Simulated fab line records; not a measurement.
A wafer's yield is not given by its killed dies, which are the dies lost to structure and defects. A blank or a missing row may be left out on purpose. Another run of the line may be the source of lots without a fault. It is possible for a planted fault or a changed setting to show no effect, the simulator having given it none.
fab line records -- flow n5-finfet
record lots=5, wafers=15, last-day=18
route steps=1938 shown HKMG_FIN@445 BEOL_M4@1111 PASSIVATION@1936
lots that met no fault: taken from a fault-free run of the same line
start-h: hours from the record's first day to the start of the lot's first wafer shown -- wait-h: hours elapsed since this lot's preceding step -- " identical to the entry in the row above -- L1.1+2: a row that stands for several wafers -- - either no value or no given start -- * or withheld: withheld -- < > ~ a bound
route shown NAME@n: a module of which the file shows steps, and the number in the route of the first -- usual: the fault-free wafers' mean and standard deviation -- same: alike in all rows -- chamber/n: place in a boat -- sites: the reading at each site -- _std_site: standard deviation across them -- _edge_site: outer sites' mean less inner sites' -- radius-mm: how far each site lies from the wafer's centre -- mask NAME#n: copy n -- behind: the most recent tool/chamber to have shaped the wafer -- hold: what put the lot on hold/how long, in hours/how the hold closed -- device: names the non-switching transistor (n, p or np) -- end of line: at the end of the route, the tests of the same wafers -- for a step that has no rows: nothing shown but its recipe -- killed: at the first sort, the dies lost to defects and structure; wafer yield is something else -- map: a wafer's dies, marking killed ones x, the rest . and places with no die _
set.NAME: the setting as run; set.NAME@STEP: as run at that earlier step -- model.NAME: the simulator's own value behind a step, which no gauge read
lots seen at some steps along the route; tables by step, rows by wafer
services: from which hour (start-h, from the record's first day; less than 0 if before it) a tool's chamber was out of use, for how many hours, and why
## steps
# step N5_HKMG_FIN_STRIP_89
# recipe chemistry=N2/H2, material=SOC, time-s=20, power-w=500, temp-c=40, pressure-mtorr=50, rf-frequency-hz=6e+07, bias-power-w=8, h2-frac=0.5, n2-flow-sccm=300, h2-flow-sccm=300
# step N5_HKMG_FIN_WET_ETCH_87
# recipe chemistry=SC1, target=TiN, mix=1:2:40, temp-c=50, time-s=154.2, target-depth-nm=4.7, dry=ipa-marangoni, rinse-time-s=30, rinse-temp-c=23
# step N5_HKMG_FIN_STRIP_88
# recipe chemistry=N2/H2, power-w=2500, temp-c=300, h2-frac=0.65, time-s=360, pressure-mtorr=withheld, n2-flow-sccm=1750, h2-flow-sccm=3250
# step N5_HKMG_FIN_NWFM_ALD_20
# recipe material=TiAlC, target-thk-a=20, temp-c=300, ald-precursor-family=TiCl4, ald-co-reactant=TEA, pulse-time-s=3, purge-time-s=2, co-reactant-purge-time-s=2, co-reactant-pulse-time-s=10, ald-cycles=7, pressure-torr=3
# usual ald-cycles=7/0, heater-power-outer-w=278/38, heater-power-w=503/72, precursor-pulse-height-rel=1.001/0.021
# same co-reactant-purge-time-s=2
lot.wafer,tool,chamber,start-h,wait-h,ald-cycles,heater-power-outer-w,heater-power-w,precursor-pulse-height-rel
L558.1,ald-metal-01,1,90.94,0.3,7,364,668,0.974
L558.2,ald-metal-01,3,90.94,0.3,7,269,463,0.987
L558.5,ald-metal-01,3,90.94,0.3,7,268,447,0.982
L561.2,ald-metal-02,3,112.00,0.3,7,291,514,0.995
L561.3,ald-metal-02,0,112.00,0.3,7,289,495,1.031
L561.5,ald-metal-02,2,112.00,0.3,7,257,476,0.996
L566.2,ald-metal-03,0,140.98,0.3,7,324,626,0.992
L566.3,ald-metal-03,3,140.98,0.3,7,243,460,1.011
L566.4,ald-metal-03,0,140.98,0.3,7,331,609,0.978
L568.3,ald-metal-02,2,148.14,0.1,7,261,485,1.004
L568.5,ald-metal-02,3,148.14,0.1,7,283,516,1.017
L568.6,ald-metal-02,0,148.14,0.1,7,277,482,0.989
L576.4,ald-metal-03,2,198.60,0.1,7,231,394,1.016
L576.5,ald-metal-03,0,198.60,0.1,7,326,619,1.003
L576.6,ald-metal-03,3,198.60,0.1,7,245,460,0.990
# step N5_HKMG_FIN_ALD_71
# recipe material=TiN, target-thk-a=10, temp-c=400, ald-precursor-family=TiCl4, ald-co-reactant=NH3, pulse-time-s=1, purge-time-s=3, co-reactant-purge-time-s=2, co-reactant-pulse-time-s=2, ald-cycles=47, pressure-torr=3
# usual ald-cycles=47/0, heater-power-outer-w=547/73, heater-power-w=896/130, precursor-pulse-height-rel=1.002/0.02
# same co-reactant-purge-time-s=2
lot.wafer,tool,chamber,start-h,wait-h,ald-cycles,heater-power-outer-w,heater-power-w,precursor-pulse-height-rel
L558.1,ald-metal-01,1,91.04,0.0,47,713,1172,1.014
L558.2,ald-metal-01,3,91.04,0.0,47,521,803,1.000
L558.5,ald-metal-01,3,91.04,0.0,47,517,823,0.997
L561.2,ald-metal-02,3,112.10,0.0,47,564,920,0.984
L561.3,ald-metal-02,0,112.10,0.0,47,570,864,1.017
L561.5,ald-metal-02,2,112.10,0.0,47,521,854,1.023
L566.2,ald-metal-03,0,141.08,0.0,47,648,1075,0.998
L566.3,ald-metal-03,3,141.08,0.0,47,480,836,1.019
L566.4,ald-metal-03,0,141.08,0.0,47,632,1079,0.991
L568.3,ald-metal-02,2,148.24,0.0,47,524,842,0.975
L568.5,ald-metal-02,3,148.24,0.0,47,586,910,0.978
L568.6,ald-metal-02,0,148.24,0.0,47,545,847,0.994
L576.4,ald-metal-03,2,198.70,0.0,47,451,706,1.029
L576.5,ald-metal-03,0,198.70,0.0,47,622,1062,1.012
L576.6,ald-metal-03,3,198.70,0.0,47,477,821,1.004
# step N5_HKMG_FIN_COAT_66
# recipe resist=SOC, temp-c=250, time-s=60, spin-rpm=1500, resist-thk-nm=300
# step N5_HKMG_FIN_ETCH_67
# recipe chemistry=N2/H2, target=SOC, target-depth-a=3889, stop-on=TiN, ion-energy-ev=100, bias-w=61, pressure-mtorr=30, source-w=850, n2-flow-sccm=200, h2-flow-sccm=200
# usual drypump-motor-current-A=5.5/0.4, oes-product-au=0.80/0.093, rf-vpp-V=240.7/1.5, showerhead-plenum-p-Torr=2.54/0.099, throttle-valve-pct=17.77/0.25
lot.wafer,tool,chamber,start-h,wait-h,drypump-motor-current-A,oes-product-au,rf-hours-counter-h,rf-vpp-V,showerhead-plenum-p-Torr,throttle-valve-pct
L558.1,rie-diel-01,0,91.38,-,5.5,0.67,237,240.4,2.49,18.05
L558.2,rie-diel-01,2,91.38,-,5.9,0.70,203,241.9,2.41,17.95
L558.5,rie-diel-01,0,91.38,-,5.5,0.68,-,240.7,2.49,18.04
L561.2,rie-diel-04,1,112.63,-,6.5,0.90,25,238.1,2.48,18.04
L561.3,rie-diel-04,2,112.63,-,5.5,0.83,68,241.7,2.57,17.36
L561.5,rie-diel-04,1,112.63,-,6.5,0.90,-,240.7,2.48,18.03
L566.2,rie-diel-01,1,141.42,-,5.2,0.68,244,243.3,2.62,17.96
L566.3,rie-diel-01,3,141.42,-,5.0,0.93,15,241.1,2.58,17.44
L566.4,rie-diel-01,1,141.42,-,5.3,0.69,-,241.9,2.62,17.96
L568.3,rie-diel-03,3,148.58,-,5.5,0.79,81,241.8,2.68,17.60
L568.5,rie-diel-03,3,148.58,-,5.5,0.79,-,242.0,2.68,17.61
L568.6,rie-diel-03,0,148.58,-,5.3,0.76,-,239.1,2.46,17.74
L576.4,rie-diel-03,1,199.05,-,5.3,0.88,41,242.8,2.68,17.36
L576.5,rie-diel-03,0,199.05,-,5.3,0.75,-,240.5,2.45,17.79
L576.6,rie-diel-03,3,199.05,-,5.5,0.78,-,242.4,2.68,17.62
# step N5_HKMG_FIN_STRIP_90
# recipe chemistry=N2/H2, material=SOC, time-s=20, power-w=500, temp-c=40, pressure-mtorr=50, rf-frequency-hz=6e+07, bias-power-w=8, h2-frac=0.5, n2-flow-sccm=300, h2-flow-sccm=300
# step N5_HKMG_FIN_WET_ETCH_73
# recipe chemistry=SC1, mix=1:2:40, temp-c=50, time-s=42.3, target-depth-nm=1.3, dry=ipa-marangoni, rinse-time-s=30, rinse-temp-c=23
# step N5_HKMG_FIN_ETCHBACK_68
# recipe chemistry=Cl2/Ar, stop-on=HfO2, target-depth-a=5, pressure-mtorr=10, icp-w=600, bias-w=60, Cl2_flow_sccm=40, Ar_flow_sccm=60
# usual drypump-motor-current-A=5.4/0.56, oes-product-au=0.69/0.081, throttle-valve-pct=20.75/0.16
lot.wafer,tool,chamber,start-h,wait-h,drypump-motor-current-A,oes-product-au,rf-hours-counter-h,throttle-valve-pct
L558.1,rie-metal-01,0,91.60,0.0,4.7,0.62,115,20.62
L558.2,rie-metal-01,1,91.60,0.0,5.8,0.84,19,20.66
L558.5,rie-metal-01,0,91.60,0.0,4.8,0.62,-,20.62
L561.2,rie-metal-03,0,112.86,0.0,6.1,0.71,71,21.03
L561.3,rie-metal-03,0,112.86,0.0,6.2,0.71,-,21.04
L561.5,rie-metal-03,0,112.86,0.0,6.1,0.71,-,21.05
L566.2,rie-metal-01,0,141.64,0.0,4.8,0.61,119,20.62
L566.3,rie-metal-01,0,141.64,0.0,4.8,0.61,-,20.64
L566.4,rie-metal-01,1,141.64,0.0,5.9,0.83,-,20.68
L568.3,rie-metal-01,1,148.84,0.1,5.8,0.83,-,20.67
L568.5,rie-metal-01,0,148.84,0.1,4.8,0.62,-,20.61
L568.6,rie-metal-01,1,148.84,0.1,5.8,0.82,-,20.68
L576.4,rie-metal-03,1,199.31,0.1,4.9,0.61,-,20.68
L576.5,rie-metal-03,0,199.31,0.1,6.2,0.69,-,21.06
L576.6,rie-metal-03,1,199.31,0.1,4.9,0.61,-,20.71
# step N5_HKMG_FIN_STRIP_69
# recipe chemistry=N2/H2, power-w=2500, temp-c=300, h2-frac=0.65, time-s=360, pressure-mtorr=withheld, n2-flow-sccm=1750, h2-flow-sccm=3250
# usual drypump-motor-current-A=5.3/0.43, heater-power-w=440/16
lot.wafer,tool,chamber,start-h,wait-h,drypump-motor-current-A,heater-power-w,rf-hours-counter-h
L558.1,plasma-asher-02,0,91.74,0.1,5.3,433,98
L558.2,plasma-asher-02,1,91.74,0.1,4.7,429,98
L558.5,plasma-asher-02,0,91.74,0.1,5.2,440,-
L561.2,plasma-asher-01,1,113.00,0.1,5.9,437,40
L561.3,plasma-asher-01,1,113.00,0.1,5.9,436,-
L561.5,plasma-asher-01,1,113.00,0.1,5.9,443,-
L566.2,plasma-asher-02,0,141.78,0.1,5.2,449,107
L566.3,plasma-asher-02,1,141.78,0.1,4.7,417,-
L566.4,plasma-asher-02,0,141.78,0.1,5.2,453,-
L568.3,plasma-asher-02,0,149.06,0.2,5.2,451,-
L568.5,plasma-asher-02,1,149.06,0.2,4.7,409,-
L568.6,plasma-asher-02,0,149.06,0.2,5.2,453,-
L576.4,plasma-asher-01,0,199.53,0.2,5.2,441,-
L576.5,plasma-asher-01,0,199.53,0.2,5.2,455,-
L576.6,plasma-asher-01,1,199.53,0.2,5.9,450,-
# step N5_HKMG_FIN_ALD_21
# recipe material=TiN, target-thk-a=15, temp-c=400, ald-precursor-family=TiCl4, ald-co-reactant=NH3, pulse-time-s=1, purge-time-s=3, co-reactant-purge-time-s=2, co-reactant-pulse-time-s=2, ald-cycles=68, pressure-torr=3
# step N5_HKMG_FIN_ALD_72
# recipe material=W, target-thk-a=20, temp-c=300, pressure-torr=7.5, ald-precursor-family=WF6, ald-co-reactant=B2H6, pulse-time-s=1, purge-time-s=2, co-reactant-purge-time-s=2, co-reactant-pulse-time-s=3, ald-cycles=7
# usual ald-cycles=7/0, heater-power-outer-w=273/31, heater-power-w=473/52, precursor-pulse-height-rel=1.001/0.022
# same co-reactant-purge-time-s=2
lot.wafer,tool,chamber,start-h,wait-h,ald-cycles,heater-power-outer-w,heater-power-w,precursor-pulse-height-rel,model.W_of_HKMG_FIN_ALD_72.thk-nm
L558.1,cvd-w-02,1,92.49,0.2,7,283,536,1.001,1.8
L558.2,cvd-w-02,0,92.49,0.2,7,265,455,0.996,2
L558.5,cvd-w-02,0,92.49,0.2,7,271,448,1.016,2.2
L561.2,cvd-w-01,0,113.74,0.2,7,298,507,1.002,2
L561.3,cvd-w-01,0,113.74,0.2,7,312,516,0.992,2.2
L561.5,cvd-w-01,0,113.74,0.2,7,311,490,1.034,2.2
L566.2,cvd-w-01,1,142.53,0.2,7,234,408,1.001,2.2
L566.3,cvd-w-01,1,142.53,0.2,7,230,417,0.971,2.2
L566.4,cvd-w-01,0,142.53,0.2,7,311,519,0.995,2.2
L568.3,cvd-w-01,1,149.71,0.2,7,235,423,0.983,2
L568.5,cvd-w-01,1,149.71,0.2,7,229,399,0.965,2.2
L568.6,cvd-w-01,0,149.71,0.2,7,309,513,0.978,2.2
L576.4,cvd-w-01,0,200.18,0.2,7,312,502,1.042,2.2
L576.5,cvd-w-01,1,200.18,0.2,5,234,417,0.977,1.6
L576.6,cvd-w-01,0,200.18,0.2,7,318,513,0.975,2
# step N5_HKMG_FIN_W_FILL_22
# recipe material=W, target-thk-a=600, temp-c=400, pressure-torr=39.4, time-s=18.2
# step N5_BEOL_M4_RC_MEAS_101
# usual DIBL_N=36.5/1.9, DIBL_P=36.4/2.2, IOFF_N=0.17/0.034, IOFF_P=0.21/0.036, ION_N=678/12, ION_P=462/7.1, SS_N=71.7/0.61, SS_P=73.4/0.71, VT_N=249/3.5, VT_P=-251/3
lot.wafer,tool,chamber,start-h,wait-h,DIBL_N[mV/V],DIBL_P[mV/V],IOFF_N[nA/um],IOFF_P[nA/um],ION_N[uA/um],ION_P[uA/um],SS_N[mV/dec],SS_P[mV/dec],VT_N[mV],VT_P[mV]
L558.1,prober-02,0,204.20,0.0,40.9,40.2,0.25,0.27,689,463,71.9,74.5,244,-248
L558.2,prober-02,0,204.20,0.0,36.2,34.5,0.14,0.18,667,456,71.7,72.2,250,-254
L558.5,prober-02,0,204.20,0.0,37.3,37.4,0.17,0.21,678,456,71.7,73.2,248,-253
L561.2,prober-02,0,209.56,0.2,39.7,41.1,0.24,0.31,690,470,73.1,75.1,242,-247
L561.3,prober-02,0,209.56,0.2,35.9,35.4,0.16,0.20,673,456,71.1,72.3,250,-251
L561.5,prober-02,0,209.56,0.2,38.7,37.9,0.23,0.26,690,466,71.9,74.1,244,-250
L566.2,prober-02,0,254.60,0.2,34.6,35.4,0.13,0.18,665,462,71.8,73.7,253,-250
L566.3,prober-02,0,254.60,0.2,36.2,37.8,0.16,0.24,678,467,71.8,73.6,247,-246
L566.4,prober-02,0,254.60,0.2,33.7,34.8,0.12,0.19,665,465,71.1,72.0,254,-248
L568.3,prober-01,0,276.82,0.3,36.4,34.9,0.13,0.18,655,452,71.4,73.2,254,-254
L568.5,prober-01,0,276.82,0.3,37.6,36.7,0.16,0.20,669,457,71.6,72.9,251,-254
L568.6,prober-01,0,276.82,0.3,36.6,35.1,0.14,0.18,679,458,71.3,73.1,249,-255
L576.4,prober-01,0,319.05,0.5,39.7,40.1,0.23,0.30,694,468,72.2,74.4,246,-245
L576.5,prober-01,0,319.05,0.5,36.0,35.4,0.16,0.21,690,459,71.7,73.3,250,-249
L576.6,prober-01,0,319.05,0.5,39.2,39.5,0.22,0.29,694,471,73.3,74.6,245,-248
# step N5_PASSIVATION_PROBE_49
# usual defect-limited-yield=91.0/1.5, killed_at_M0_to_M3=35/11, killed_at_M4_up=13/5, killed-at-contacts=12/5.9, killed-at-front-end=42/13, killed-at-other=3/3.2, killed-dies=106/18, killed-open=69/13, killed-short=35/8.9, sort_bin_5_function=5.2/0.95, sort_bin_6_memory=3.3/0.71, sort-n-pass=1074/18, sort-yield-pct=91.0/1.5
# same gross-dies=1180, killed-at-back-side=0, sort_bin_4_leakage[%]=0, sort_bin_8_speed[%]=0
lot.wafer,tool,chamber,start-h,wait-h,defect-limited-yield[%],killed_at_M0_to_M3,killed_at_M4_up,killed-at-contacts,killed-at-front-end,killed-at-other,killed-dies,killed-open,killed-short,sort_bin_5_function[%],sort_bin_6_memory[%],sort-n-pass,sort-yield-pct[%]
L576.4,prober-02,-,434.28,0.2,89.8,31,19,7,47,16,120,84,36,5.8,4.1,1060,89.8
L576.5,prober-02,-,434.33,0.2,91.5,26,13,8,41,12,100,77,22,5.0,3.3,1080,91.5
L576.6,prober-02,-,434.38,0.3,92.1,26,19,3,40,5,93,50,35,4.8,2.0,1087,92.1
# killed by level:class
L576.4 BEOL_M0_SAQP:geometric-particle:open=12 BEOL_M4:geometric-particle:open=11 STI_FIN_REVEAL:geometric-particle:open=10 FIN_SAQP:geometric-particle:open=9 BEOL_M0_SAQP:geometric-particle:short=7 GATE_CUT:geometric-particle:short=6 PASS1_CAP:geometric-particle:open=6 FIN_SAQP:geometric-particle:short=5
L576.5 FIN_SAQP:geometric-particle:open=19 BEOL_M4:geometric-particle:open=9 BEOL_M0_SAQP:geometric-particle:open=8 MOL_CONTACT_COAG:geometric-particle:open=7 BEOL_M3:geometric-particle:open=6 GATE_CUT:geometric-particle:open=5 BEOL_M0_SAQP:geometric-particle:short=5 PAD_METAL:geometric-particle:open=4
L576.6 BEOL_M4:geometric-particle:open=10 GATE_CUT:geometric-particle:short=9 STI_FIN_REVEAL:geometric-particle:open=8 HKMG_FIN:area-etch=6 FIN_SAQP:geometric-particle:open=5 BEOL_M0_SAQP:geometric-particle:short=5 BEOL_M0_SAQP:geometric-particle:open=4 BEOL_M0:geometric-particle:open=4
## services
tool,chamber,start-h,hours,kind
rie-metal-01,1,72.14,4.7,repair
rie-diel-01,3,72.93,-,clean
rie-diel-01,3,72.93,-,consumable-replace:esc
rie-diel-01,3,72.93,-,consumable-replace:focus-ring
rie-diel-01,3,72.93,27.6,scheduled-down
rie-diel-04,1,80.43,8.6,repair
rie-diel-01,2,88.49,2.0,repair
rie-metal-03,1,93.27,4.2,repair
ald-metal-03,0,93.51,3.0,repair
ald-metal-03,3,103.73,3.1,repair
rie-diel-03,-,111.08,2.8,pm
cvd-w-02,-,112.02,2.7,repair
ald-metal-03,1,132.59,27.8,repair
ald-metal-01,3,139.18,7.2,repair
rie-metal-03,1,139.92,7.6,repair
rie-diel-03,1,141.39,6.8,repair
ald-metal-03,0,142.20,16.5,repair
rie-metal-03,0,143.97,12.3,repair
rie-diel-03,0,149.41,9.5,repair
rie-diel-04,2,165.85,1.5,repair
rie-diel-04,0,170.71,17.3,repair
rie-diel-01,3,183.63,4.1,repair
rie-metal-01,-,188.36,28.1,pm
ald-metal-03,-,196.43,0.6,repair
## key
first-sign step=N5_HKMG_FIN_ALD_72, reading=ald-cycles, direction=down, sigmas=99+, usual=*, struck=*
effect none on later readings
model-effect step=N5_HKMG_FIN_ALD_72, value=W_of_HKMG_FIN_ALD_72.thk-nm, without=2.2, struck=1.6
met-at N5_HKMG_FIN_ALD_72
struck-wafers L576.5
onset-between 149.71 200.18
fault kind=process-parameter-drift, tool=cvd-w-01, chamber=-, onset-h=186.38, steps=N5_HKMG_FIN_ALD_72, channel=ald-cycles, offset=*, shape=step, end-h=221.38, scope=struck-wafers-only, stated=*
